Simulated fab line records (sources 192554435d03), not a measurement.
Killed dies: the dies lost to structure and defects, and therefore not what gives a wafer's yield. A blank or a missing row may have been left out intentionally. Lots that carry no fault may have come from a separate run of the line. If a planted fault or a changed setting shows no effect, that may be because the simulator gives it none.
Which tool was responsible? :: flow n5_finfet :: 25 wafers from 9 lots sampled at 6 of the route's 1938 steps

== WHAT THE GAUGES READ, wafer by wafer ==
N5_BEOL_M4_RC_MEAS_101. Usual: DIBL_N 36.0 mV/V, standard deviation 1.6; DIBL_P 35.8 mV/V, standard deviation 2; IOFF_N 0.152 nA/um, standard deviation 0.03; IOFF_P 0.20 nA/um, standard deviation 0.031; ION_N 670 uA/um, standard deviation 12; ION_P 459 uA/um, standard deviation 7.4; SS_N 71.5 mV/dec, standard deviation 0.56; SS_P 73.2 mV/dec, standard deviation 0.64; VT_N 251 mV, standard deviation 3.5; VT_P -252 mV, standard deviation 3.3.
lot: L838
measured: day 9 22:49
on: prober-01
DIBL_N (mV/V): 36.7 35.8
DIBL_P (mV/V): 37.3 35.5
IOFF_N (nA/um): 0.176 0.165
IOFF_P (nA/um): 0.21 0.19
ION_N (uA/um): 670 667
ION_P (uA/um): 452 456
SS_N (mV/dec): 71.8 71.8
SS_P (mV/dec): 73.2 73.5
VT_N (mV): 251 247
VT_P (mV): -251 -254
flag: 

lot: L842
measured: day 11 01:23
on: prober-01
DIBL_N (mV/V): 33.4 34.5 36.9
DIBL_P (mV/V): 30.6 33.8 35.4
IOFF_N (nA/um): 0.099 0.123 0.152
IOFF_P (nA/um): 0.15 0.19 0.20
ION_N (uA/um): 645 671 662
ION_P (uA/um): 449 467 460
SS_N (mV/dec): 70.3 70.3 72.2
SS_P (mV/dec): 71.7 72.5 73.3
VT_N (mV): 256 252 249
VT_P (mV): -254 -251 -249
flag: 

lot: L844
measured: day 11 07:01
on: prober-01
DIBL_N (mV/V): 33.3 34.2 36.2
DIBL_P (mV/V): 33.0 35.2 38.0
IOFF_N (nA/um): 0.110 0.129 0.170
IOFF_P (nA/um): 0.16 0.19 0.23
ION_N (uA/um): 659 661 678
ION_P (uA/um): 457 457 463
SS_N (mV/dec): 71.8 71.1 71.6
SS_P (mV/dec): 72.7 73.3 73.7
VT_N (mV): 253 252 249
VT_P (mV): -254 -252 -247
flag: 

lot: L845
measured: day 11 12:44
on: prober-02
DIBL_N (mV/V): 35.8 35.1 36.3
DIBL_P (mV/V): 35.9 35.9 36.2
IOFF_N (nA/um): 0.134 0.132 0.141
IOFF_P (nA/um): 0.17 0.18 0.17
ION_N (uA/um): 677 669 662
ION_P (uA/um): 452 467 451
SS_N (mV/dec): 71.8 71.2 71.6
SS_P (mV/dec): 72.7 72.4 73.2
VT_N (mV): 252 252 253
VT_P (mV): -258 -256 -258
flag: 

lot: L846
measured: day 12 11:36
on: prober-01
DIBL_N (mV/V): 36.2 37.3
DIBL_P (mV/V): 35.1 37.2
IOFF_N (nA/um): 0.121 0.154
IOFF_P (nA/um): 0.17 0.21
ION_N (uA/um): 644 669
ION_P (uA/um): 446 456
SS_N (mV/dec): 71.9 72.3
SS_P (mV/dec): 72.7 73.1
VT_N (mV): 260 253
VT_P (mV): -257 -252
flag: 

lot: L854
measured: day 14 05:24
on: prober-02
DIBL_N (mV/V): 35.8 33.6 34.9
DIBL_P (mV/V): 34.9 31.3 33.4
IOFF_N (nA/um): 0.155 0.109 0.135
IOFF_P (nA/um): 0.19 0.14 0.17
ION_N (uA/um): 680 653 674
ION_P (uA/um): 462 449 463
SS_N (mV/dec): 71.8 71.5 71.9
SS_P (mV/dec): 72.8 73.0 72.8
VT_N (mV): 249 257 250
VT_P (mV): -252 -256 -253
flag: 

lot: L855
measured: day 14 16:58
on: prober-02
DIBL_N (mV/V): 35.5 36.1 35.4
DIBL_P (mV/V): 33.7 34.1 33.8
IOFF_N (nA/um): 0.136 0.144 0.135
IOFF_P (nA/um): 0.21 0.21 0.20
ION_N (uA/um): 674 661 664
ION_P (uA/um): 473 459 459
SS_N (mV/dec): 70.9 71.4 71.3
SS_P (mV/dec): 72.8 73.5 73.4
VT_N (mV): 254 251 251
VT_P (mV): -250 -246 -247
flag: 

lot: L857
measured: day 15 06:46
on: prober-01
DIBL_N (mV/V): 35.3 35.7 37.0
DIBL_P (mV/V): 36.1 36.1 37.1
IOFF_N (nA/um): 0.156 0.171 0.177
IOFF_P (nA/um): 0.23 0.22 0.23
ION_N (uA/um): 681 677 676
ION_P (uA/um): 467 468 465
SS_N (mV/dec): 71.0 71.2 71.9
SS_P (mV/dec): 73.7 74.0 74.4
VT_N (mV): 248 249 251
VT_P (mV): -249 -250 -250
flag: 

lot: L858
measured: day 15 11:20
on: prober-02
DIBL_N (mV/V): 34.3 31.8 33.2
DIBL_P (mV/V): 34.4 30.1 32.1
IOFF_N (nA/um): 0.129 0.087 0.113
IOFF_P (nA/um): 0.17 0.11 0.14
ION_N (uA/um): 655 632 658
ION_P (uA/um): 454 435 449
SS_N (mV/dec): 70.4 71.7 71.2
SS_P (mV/dec): 72.7 71.6 72.2
VT_N (mV): 250 259 255
VT_P (mV): -253 -261 -258
flag: 

== WHICH TOOL RAN EACH LOT (tool, then ch and the chambers of the sampled wafers, then the start) ==
lot: L838
N5_BEOL_M0_ANNEAL_135: pvd_sputter-03, day 7 04:17
N5_BEOL_M0_CO_CAP_123: cvd_co-01 ch 0, day 7 05:11
N5_BEOL_M0_DEP_125: pecvd-03 ch 0,1, day 7 05:18
N5_BEOL_M1_COAT_62: litho_track-03 ch 0, day 7 05:50
N5_BEOL_M1_ETCH_63: rie_diel-01 ch 0, day 7 06:16

lot: L842
N5_BEOL_M0_ANNEAL_135: pvd_sputter-03, day 7 16:22
N5_BEOL_M0_CO_CAP_123: cvd_co-01 ch 0,1,2, day 7 17:16
N5_BEOL_M0_DEP_125: pecvd-04 ch 0,1, day 7 17:23
N5_BEOL_M1_COAT_62: litho_track-01 ch 0, day 7 18:07
N5_BEOL_M1_ETCH_63: rie_diel-01 ch 1,2,3, day 7 18:40

lot: L844
N5_BEOL_M0_ANNEAL_135: pvd_sputter-01, day 8 03:44
N5_BEOL_M0_CO_CAP_123: cvd_co-02 ch 0,1,2, day 8 04:55
N5_BEOL_M0_DEP_125: pecvd-01 ch 0,1,2, day 8 05:02
N5_BEOL_M1_COAT_62: litho_track-03 ch 0, day 8 05:59
N5_BEOL_M1_ETCH_63: rie_diel-03 ch 1,2,3, day 8 06:26

lot: L845
N5_BEOL_M0_ANNEAL_135: pvd_sputter-02, day 8 14:31
N5_BEOL_M0_CO_CAP_123: cvd_co-01 ch 0,1,2, day 8 15:26
N5_BEOL_M0_DEP_125: pecvd-03 ch 0,2, day 8 15:34
N5_BEOL_M1_COAT_62: litho_track-03 ch 0, day 8 16:32
N5_BEOL_M1_ETCH_63: rie_diel-03 ch 0,3, day 8 17:04

lot: L846
N5_BEOL_M0_ANNEAL_135: pvd_sputter-02, day 8 21:32
N5_BEOL_M0_CO_CAP_123: cvd_co-01 ch 0,1, day 8 22:38
N5_BEOL_M0_DEP_125: pecvd-03 ch 0,1, day 8 22:45
N5_BEOL_M1_COAT_62: litho_track-01 ch 0, day 9 01:40
N5_BEOL_M1_ETCH_63: rie_diel-01 ch 2,3, day 9 02:06

lot: L854
N5_BEOL_M0_ANNEAL_135: pvd_sputter-02, day 10 16:30
N5_BEOL_M0_CO_CAP_123: cvd_co-02 ch 0,1,2, day 10 18:52
N5_BEOL_M0_DEP_125: pecvd-04 ch 0,1,2, day 10 18:59
N5_BEOL_M1_COAT_62: litho_track-02 ch 0, day 10 19:26
N5_BEOL_M1_ETCH_63: rie_diel-04 ch 0,1,3, day 10 19:59

lot: L855
N5_BEOL_M0_ANNEAL_135: pvd_sputter-02, day 10 22:21
N5_BEOL_M0_CO_CAP_123: cvd_co-02 ch 0,2, day 10 23:22
N5_BEOL_M0_DEP_125: pecvd-04 ch 0,2, day 10 23:29
N5_BEOL_M1_COAT_62: litho_track-01 ch 0, day 11 00:58
N5_BEOL_M1_ETCH_63: rie_diel-03 ch 1,3, day 11 01:31

lot: L857
N5_BEOL_M0_ANNEAL_135: pvd_sputter-03, day 11 14:10
N5_BEOL_M0_CO_CAP_123: cvd_co-01 ch 0,1, day 11 15:47
N5_BEOL_M0_DEP_125: pecvd-03 ch 0,1, day 11 15:54
N5_BEOL_M1_COAT_62: litho_track-02 ch 0, day 11 18:02
N5_BEOL_M1_ETCH_63: rie_diel-01 ch 0,1,3, day 11 18:29

lot: L858
N5_BEOL_M0_ANNEAL_135: pvd_sputter-03, day 12 00:06
N5_BEOL_M0_CO_CAP_123: cvd_co-02 ch 1,2, day 12 01:17
N5_BEOL_M0_DEP_125: pecvd-03 ch 1,2, day 12 01:24
N5_BEOL_M1_COAT_62: litho_track-03 ch 0, day 12 03:27
N5_BEOL_M1_ETCH_63: rie_diel-04 ch 0,3, day 12 03:58
- N5_BEOL_M0_ANNEAL_135: time 60 s.
- N5_BEOL_M0_CO_CAP_123: material Co, precursor CCTBA/H2, target thk 2 nm, time 102.1 s.
- N5_BEOL_M0_DEP_125: deposits SiCN from 3MS/NH3, target thk 8 nm, time 14 s.
- N5_BEOL_M1_COAT_62: time 60 s, resist thk 12 nm.
- N5_BEOL_M1_ETCH_63: etches SiARC in CF4, target depth 15.6 nm, time 26 s.

== AS READ BY THE TOOLS THEMSELVES (means over the sampled wafers that have a number; for cases with no such wafer, the mark the record gives instead) ==
N5_BEOL_M0_ANNEAL_135. Usual: heater_power_w at 857 W, with a standard deviation of 91.
lot: L838
tool: pvd_sputter-03
heater_power_w (W): 814
flag: 

lot: L842
tool: pvd_sputter-03
heater_power_w (W): 828
flag: 

lot: L844
tool: pvd_sputter-01
heater_power_w (W): 895
flag: 

lot: L845
tool: pvd_sputter-02
heater_power_w (W): 826
flag: 

lot: L846
tool: pvd_sputter-02
heater_power_w (W): 904
flag: 

lot: L854
tool: pvd_sputter-02
heater_power_w (W): 735
flag: 

lot: L855
tool: pvd_sputter-02
heater_power_w (W): 782
flag: 

lot: L857
tool: pvd_sputter-03
heater_power_w (W): 789
flag: 

lot: L858
tool: pvd_sputter-03
heater_power_w (W): 848
flag: 

N5_BEOL_M0_CO_CAP_123. Usual: chamber_pressure_Torr 30.01 Torr, standard deviation 0.064; heater_power_outer_w 126 W, standard deviation 12; heater_power_w 243 W, standard deviation 30.
lot: L838
tool: cvd_co-01
chamber_pressure_Torr (Torr): 30.05
heater_power_outer_w (W): 123
heater_power_w (W): 220
flag: 

lot: L842
tool: cvd_co-01
chamber_pressure_Torr (Torr): 29.92
heater_power_outer_w (W): 130
heater_power_w (W): 251
flag: 

lot: L844
tool: cvd_co-02
chamber_pressure_Torr (Torr): 30.00
heater_power_outer_w (W): 123
heater_power_w (W): 234
flag: 

lot: L845
tool: cvd_co-01
chamber_pressure_Torr (Torr): 30.01
heater_power_outer_w (W): 129
heater_power_w (W): 252
flag: 

lot: L846
tool: cvd_co-01
chamber_pressure_Torr (Torr): 29.97
heater_power_outer_w (W): 136
heater_power_w (W): 260
flag: 

lot: L854
tool: cvd_co-02
chamber_pressure_Torr (Torr): 29.95
heater_power_outer_w (W): 125
heater_power_w (W): 240
flag: 

lot: L855
tool: cvd_co-02
chamber_pressure_Torr (Torr): 29.97
heater_power_outer_w (W): 131
heater_power_w (W): 241
flag: 

lot: L857
tool: cvd_co-01
chamber_pressure_Torr (Torr): 30.01
heater_power_outer_w (W): 139
heater_power_w (W): 277
flag: 

lot: L858
tool: cvd_co-02
chamber_pressure_Torr (Torr): 30.10
heater_power_outer_w (W): 119
heater_power_w (W): 229
flag: 

N5_BEOL_M0_DEP_125. Usual: chamber_pressure_Torr 3.000 Torr, standard deviation 0.0062; showerhead_plenum_p_Torr 3.667 Torr, standard deviation 0.013; throttle_valve_pct 9.4 %, standard deviation 0.5.
lot: L838
tool: pecvd-03
chamber_pressure_Torr (Torr): 3.002
showerhead_plenum_p_Torr (Torr): 3.662
throttle_valve_pct (%): 9.7
flag: 

lot: L842
tool: pecvd-04
chamber_pressure_Torr (Torr): 2.998
showerhead_plenum_p_Torr (Torr): 3.684
throttle_valve_pct (%): 9.6
flag: 

lot: L844
tool: pecvd-01
chamber_pressure_Torr (Torr): 3.008
showerhead_plenum_p_Torr (Torr): 3.665
throttle_valve_pct (%): 9.6
flag: 

lot: L845
tool: pecvd-03
chamber_pressure_Torr (Torr): 3.004
showerhead_plenum_p_Torr (Torr): 3.665
throttle_valve_pct (%): 9.2
flag: 

lot: L846
tool: pecvd-03
chamber_pressure_Torr (Torr): 3.000
showerhead_plenum_p_Torr (Torr): 3.662
throttle_valve_pct (%): 9.5
flag: 

lot: L854
tool: pecvd-04
chamber_pressure_Torr (Torr): 3.002
showerhead_plenum_p_Torr (Torr): 3.670
throttle_valve_pct (%): 9.2
flag: 

lot: L855
tool: pecvd-04
chamber_pressure_Torr (Torr): 3.004
showerhead_plenum_p_Torr (Torr): 3.677
throttle_valve_pct (%): 9.4
flag: 

lot: L857
tool: pecvd-03
chamber_pressure_Torr (Torr): 3.004
showerhead_plenum_p_Torr (Torr): 3.658
throttle_valve_pct (%): 9.8
flag: 

lot: L858
tool: pecvd-03
chamber_pressure_Torr (Torr): 3.002
showerhead_plenum_p_Torr (Torr): 3.667
throttle_valve_pct (%): 9.3
flag: 

N5_BEOL_M1_COAT_62. Usual: spin_speed_rpm at 1500.0 rpm, with a standard deviation of 0.87.
lot: L838
tool: litho_track-03
spin_speed_rpm (rpm): 1500.1
flag: 

lot: L842
tool: litho_track-01
spin_speed_rpm (rpm): 1500.5
flag: 

lot: L844
tool: litho_track-03
spin_speed_rpm (rpm): 1748.8
flag: OFF

lot: L845
tool: litho_track-03
spin_speed_rpm (rpm): 1748.7
flag: OFF

lot: L846
tool: litho_track-01
spin_speed_rpm (rpm): 1501.5
flag: 

lot: L854
tool: litho_track-02
spin_speed_rpm (rpm): 1499.0
flag: 

lot: L855
tool: litho_track-01
spin_speed_rpm (rpm): 1499.5
flag: 

lot: L857
tool: litho_track-02
spin_speed_rpm (rpm): 1500.3
flag: 

lot: L858
tool: litho_track-03
spin_speed_rpm (rpm): 1499.2
flag: 

N5_BEOL_M1_ETCH_63. Usual: drypump_motor_current_A 5.8 A, standard deviation 0.56; etch_rf_on_time_s 26.0 s, standard deviation 0.89; oes_product_au 0.65 a.u., standard deviation 0.059; rf_vpp_V 184.3 V, standard deviation 1.1; showerhead_plenum_p_Torr 2.15 Torr, standard deviation 0.067; throttle_valve_pct 15.69 %, standard deviation 0.23.
lot: L838
tool: rie_diel-01
drypump_motor_current_A (A): 6.1
etch_rf_on_time_s (s): 27.5
oes_product_au (a.u.): 0.57
rf_vpp_V (V): 182.8
showerhead_plenum_p_Torr (Torr): 2.10
throttle_valve_pct (%): 15.59
flag: 

lot: L842
tool: rie_diel-01
drypump_motor_current_A (A): 6.1
etch_rf_on_time_s (s): 25.4
oes_product_au (a.u.): 0.64
rf_vpp_V (V): 185.0
showerhead_plenum_p_Torr (Torr): 2.17
throttle_valve_pct (%): 15.67
flag: 

lot: L844
tool: rie_diel-03
drypump_motor_current_A (A): 5.7
etch_rf_on_time_s (s): 24.0
oes_product_au (a.u.): 0.67
rf_vpp_V (V): 184.7
showerhead_plenum_p_Torr (Torr): 2.17
throttle_valve_pct (%): 15.72
flag: 

lot: L845
tool: rie_diel-03
drypump_motor_current_A (A): 5.9
etch_rf_on_time_s (s): 22.9
oes_product_au (a.u.): 0.71
rf_vpp_V (V): 183.1
showerhead_plenum_p_Torr (Torr): 2.10
throttle_valve_pct (%): 15.58
flag: OFF

lot: L846
tool: rie_diel-01
drypump_motor_current_A (A): 6.0
etch_rf_on_time_s (s): 25.5
oes_product_au (a.u.): 0.65
rf_vpp_V (V): 184.6
showerhead_plenum_p_Torr (Torr): 2.23
throttle_valve_pct (%): 15.60
flag: 

lot: L854
tool: rie_diel-04
drypump_motor_current_A (A): 6.0
etch_rf_on_time_s (s): 26.2
oes_product_au (a.u.): 0.62
rf_vpp_V (V): 184.1
showerhead_plenum_p_Torr (Torr): 2.13
throttle_valve_pct (%): 15.75
flag: 

lot: L855
tool: rie_diel-03
drypump_motor_current_A (A): 6.3
etch_rf_on_time_s (s): 25.7
oes_product_au (a.u.): 0.69
rf_vpp_V (V): 184.1
showerhead_plenum_p_Torr (Torr): 2.12
throttle_valve_pct (%): 15.59
flag: 

lot: L857
tool: rie_diel-01
drypump_motor_current_A (A): 6.2
etch_rf_on_time_s (s): 25.8
oes_product_au (a.u.): 0.66
rf_vpp_V (V): 183.5
showerhead_plenum_p_Torr (Torr): 2.12
throttle_valve_pct (%): 15.51
flag: 

lot: L858
tool: rie_diel-04
drypump_motor_current_A (A): 5.9
etch_rf_on_time_s (s): 26.2
oes_product_au (a.u.): 0.59
rf_vpp_V (V): 184.6
showerhead_plenum_p_Torr (Torr): 2.17
throttle_valve_pct (%): 15.65
flag: 

== THE ANSWER, worked out from the rows above alone ==
Rule: take the mean of a lot's wafers that have a number; if it is more than 3 standard deviations from the usual mean, the lot is off. Also off: a lot with no number at a reading for which 4 or more lots have one. All remaining lots with rows at the step are treated as sound. After the gauges, taken in route order, come the tools' own readings; for these a lot's mean is taken, as printed above. The first step at which some lot is off is used, and at that step the reading that is off furthest; a lot without a number counts as furthest.
Off: L844, L845, at N5_BEOL_M1_COAT_62 (spin_speed_rpm).
A tool fits if, at that step or a process step before it, it ran every lot that is off, and no sound lot after the first of them. Of those tried, none fits.

== WHAT THE SIMULATOR HAD PUT IN ==
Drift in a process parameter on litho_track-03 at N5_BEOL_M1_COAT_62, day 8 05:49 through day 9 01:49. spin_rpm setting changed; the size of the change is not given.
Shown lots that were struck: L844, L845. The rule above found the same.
